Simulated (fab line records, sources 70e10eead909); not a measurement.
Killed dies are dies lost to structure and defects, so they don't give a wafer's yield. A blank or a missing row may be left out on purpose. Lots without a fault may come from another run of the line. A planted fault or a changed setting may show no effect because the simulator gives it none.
Chamber matching | flow nand_harc | NHARC_P_STI_DESCUM_14 on rie_diel-07: 3 sister chambers
The step chemistry O2, time 3 s. 14 wafers are shown with their chamber, then 4 later ones without.

WAFERS WITH THEIR CHAMBER
wafer  | chamber | showerhead_plenum_p_Torr (Torr) | drypump_motor_current_A (A) | oes_product_au (a.u.)
L967.4 | 0       | 1.90                            | 5.2                         | 1.007
L967.5 | 3       | 2.01                            | 5.5                         | 0.989
L967.6 | 2       | 1.89                            | 5.1                         | 1.001
L972.2 | 3       | 2.01                            | 5.4                         | 0.999
L972.4 | 0       | 1.90                            | 5.3                         | 0.992
L972.6 | 3       | 2.01                            | 5.5                         | 0.982
L973.2 | 2       | 1.88                            | 5.1                         | 0.995
L973.3 | 0       | 1.90                            | 5.3                         | 1.006
L973.4 | 3       | 2.01                            | 5.5                         | 0.983
L974.2 | 0       | 1.90                            | 5.3                         | 1.001
L974.3 | 2       | 1.88                            | 5.1                         | 1.005
L974.5 | 0       | 1.90                            | 5.3                         | 1.001
L977.1 | 0       | 1.89                            | 5.3                         | 1.003
L977.2 | 3       | 2.01                            | 5.5                         | 0.978

SIGNATURES (means of the wafers above)
reading                  | chamber 0 | chamber 2 | chamber 3 | scatter within a chamber
showerhead_plenum_p_Torr | 1.8983    | 1.8833    | 2.0100    | 0.00369
drypump_motor_current_A  | 5.283     | 5.100     | 5.480     | 0.0385
oes_product_au           | 1.00167   | 1.00033   | 0.98620   | 0.00647
Rule: a wafer's distance from a chamber is the root of the sum, over the readings, of the square of ((its reading less the chamber's mean) divided by the reading's scatter). The wafer belongs to the nearest chamber; if the next one is less than 2 further off, it can't be placed. The scatter: the root of (the sum of the squares of (reading less its chamber's mean) over the shown wafers, divided by (wafers less chambers)).

WAFERS WITHOUT THEIR CHAMBER
wafer  | showerhead_plenum_p_Torr (Torr) | drypump_motor_current_A (A) | oes_product_au (a.u.)
L980.1 | 1.88                            | 5.1                         | 0.996
L980.5 | 2.00                            | 5.5                         | 0.987
L980.6 | 1.88                            | 5.1                         | 0.998
L983.4 | 1.89                            | 5.3                         | 1.011

WHICH CHAMBER EACH WENT THROUGH
wafer  | from the rows above | in truth
L980.1 | 2                   | 2
L980.5 | 3                   | 3
L980.6 | 2                   | 2
L983.4 | 0                   | 0
Placed correctly: 4 of 4. Can't be placed from these rows: 0. Placed wrongly: 0.
